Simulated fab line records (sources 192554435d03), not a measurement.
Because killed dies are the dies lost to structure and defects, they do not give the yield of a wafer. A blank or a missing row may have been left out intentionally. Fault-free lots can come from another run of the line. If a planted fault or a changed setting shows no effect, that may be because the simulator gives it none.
The tool behind it: which one? || flow n5-finfet || 9 lots with 27 wafers sampled at 5 steps, on a route of 1938 steps

## WHAT THE GAUGES SHOWED, per wafer
N5_BEOL_M3_THK_MEAS_53: measures by xrf.
{"lot": "L693", "measured": "day 8 09:31", "on": "film-metro-01", "M3_THK (nm)": "40.2 41.8 42.5"}
{"lot": "L694", "measured": "day 8 14:00", "on": "film-metro-02", "M3_THK (nm)": "40.7 35.7 41.8"}
{"lot": "L699", "measured": "day 10 01:40", "on": "film-metro-01", "M3_THK (nm)": "37.9 37.5 41.8"}
{"lot": "L701", "measured": "day 10 09:38", "on": "film-metro-02", "M3_THK (nm)": "40.3 43.0 39.3"}
{"lot": "L711", "measured": "day 13 06:10", "on": "film-metro-02", "M3_THK (nm)": "40.3 40.1 157.4"}
{"lot": "L712", "measured": "day 13 07:56", "on": "film-metro-01", "M3_THK (nm)": "41.3 150.8 42.0"}
{"lot": "L714", "measured": "day 13 20:19", "on": "film-metro-01", "M3_THK (nm)": "37.2 40.7 39.5"}
{"lot": "L715", "measured": "day 13 22:37", "on": "film-metro-02", "M3_THK (nm)": "39.5 39.1 39.8"}
{"lot": "L716", "measured": "day 14 07:25", "on": "film-metro-02", "M3_THK (nm)": "40.0 39.7 40.6"}

## EACH LOT AND THE TOOL THAT RAN IT (in order: tool; ch and the chambers of the sampled wafers; start)
{"lot": "L693", "N5_BEOL_M3_SPUTTER_79": "pvd-sputter-03, day 8 07:11", "N5_BEOL_M3_ANNEAL_89": "pvd-sputter-03, day 8 07:56", "N5_BEOL_M3_SPUTTER_94": "pvd-sputter-03, day 8 08:31", "N5_BEOL_M3_CMP_52": "cmp-04 ch 0,3, day 8 09:13"}
{"lot": "L694", "N5_BEOL_M3_SPUTTER_79": "pvd-sputter-01, day 8 11:29", "N5_BEOL_M3_ANNEAL_89": "pvd-sputter-01, day 8 12:14", "N5_BEOL_M3_SPUTTER_94": "pvd-sputter-01, day 8 12:49", "N5_BEOL_M3_CMP_52": "cmp-04 ch 1,2,3, day 8 13:44"}
{"lot": "L699", "N5_BEOL_M3_SPUTTER_79": "pvd-sputter-03, day 9 23:14", "N5_BEOL_M3_ANNEAL_89": "pvd-sputter-03, day 10 00:01", "N5_BEOL_M3_SPUTTER_94": "pvd-sputter-03, day 10 00:35", "N5_BEOL_M3_CMP_52": "cmp-02 ch 0,2,3, day 10 01:25"}
{"lot": "L701", "N5_BEOL_M3_SPUTTER_79": "pvd-sputter-03, day 10 07:18", "N5_BEOL_M3_ANNEAL_89": "pvd-sputter-03, day 10 08:02", "N5_BEOL_M3_SPUTTER_94": "pvd-sputter-03, day 10 08:37", "N5_BEOL_M3_CMP_52": "cmp-04 ch 1,2,3, day 10 09:25"}
{"lot": "L711", "N5_BEOL_M3_SPUTTER_79": "pvd-sputter-02, day 13 03:50", "N5_BEOL_M3_ANNEAL_89": "pvd-sputter-02, day 13 04:35", "N5_BEOL_M3_SPUTTER_94": "pvd-sputter-02, day 13 05:10", "N5_BEOL_M3_CMP_52": "cmp-04 ch 0,2,3, day 13 05:57"}
{"lot": "L712", "N5_BEOL_M3_SPUTTER_79": "pvd-sputter-03, day 13 05:36", "N5_BEOL_M3_ANNEAL_89": "pvd-sputter-03, day 13 06:20", "N5_BEOL_M3_SPUTTER_94": "pvd-sputter-03, day 13 06:55", "N5_BEOL_M3_CMP_52": "cmp-04 ch 1,3, day 13 07:39"}
{"lot": "L714", "N5_BEOL_M3_SPUTTER_79": "pvd-sputter-03, day 13 17:59", "N5_BEOL_M3_ANNEAL_89": "pvd-sputter-03, day 13 18:44", "N5_BEOL_M3_SPUTTER_94": "pvd-sputter-03, day 13 19:19", "N5_BEOL_M3_CMP_52": "cmp-02 ch 1,2,3, day 13 20:01"}
{"lot": "L715", "N5_BEOL_M3_SPUTTER_79": "pvd-sputter-01, day 13 20:16", "N5_BEOL_M3_ANNEAL_89": "pvd-sputter-01, day 13 21:00", "N5_BEOL_M3_SPUTTER_94": "pvd-sputter-01, day 13 21:35", "N5_BEOL_M3_CMP_52": "cmp-03 ch 1,2,3, day 13 22:22"}
{"lot": "L716", "N5_BEOL_M3_SPUTTER_79": "pvd-sputter-01, day 14 05:04", "N5_BEOL_M3_ANNEAL_89": "pvd-sputter-01, day 14 05:49", "N5_BEOL_M3_SPUTTER_94": "pvd-sputter-01, day 14 06:23", "N5_BEOL_M3_CMP_52": "cmp-02 ch 1,2,3, day 14 07:10"}
- N5_BEOL_M3_SPUTTER_79: material Cu, target thk 4.5 nm, time 8.29 s.
- N5_BEOL_M3_ANNEAL_89: time 240 s.
- N5_BEOL_M3_SPUTTER_94: material Cu, target thk 4.5 nm, time 8.29 s.
- N5_BEOL_M3_CMP_52: polishes, stops on SiOC, t overpolish 6.8 s, target thk 40 nm.

## THE ANSWER, worked out from the rows above alone
Rule: the lots themselves supply what counts as usual. The widest of any qualifying gaps counts: lots, ordered by their means at a reading, are off when they make up no more than a third of the lots, leave a main group of 4 or more, and stand apart from it by 3 or more times the standard deviation of that group's means. Not used: any main group whose means are identical at the precision the tables above print for the reading. Also off: a lot with no number at a reading for which 4 or more lots have one. Any other lot the step has rows for is counted as sound.
Off: L711, L712, at N5_BEOL_M3_THK_MEAS_53 (M3_THK). Main group: mean 39.9 nm, sd 0.87.
If a tool, at a process step before that reading, ran all the lots that are off and no sound lot after the first of them, it fits. The gauges at N5_BEOL_M3_THK_MEAS_53 are tried like those tools. One candidate fits, namely cmp-04 at N5_BEOL_M3_CMP_52. Its last sound lot is L701 (day 10 09:25), its first lot that is off L711 (day 13 05:57): a fault that began between those two fits.

## WHAT WAS PUT IN BY THE SIMULATOR
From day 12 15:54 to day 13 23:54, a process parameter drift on cmp-04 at N5_BEOL_M3_CMP_52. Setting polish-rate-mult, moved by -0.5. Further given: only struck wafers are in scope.
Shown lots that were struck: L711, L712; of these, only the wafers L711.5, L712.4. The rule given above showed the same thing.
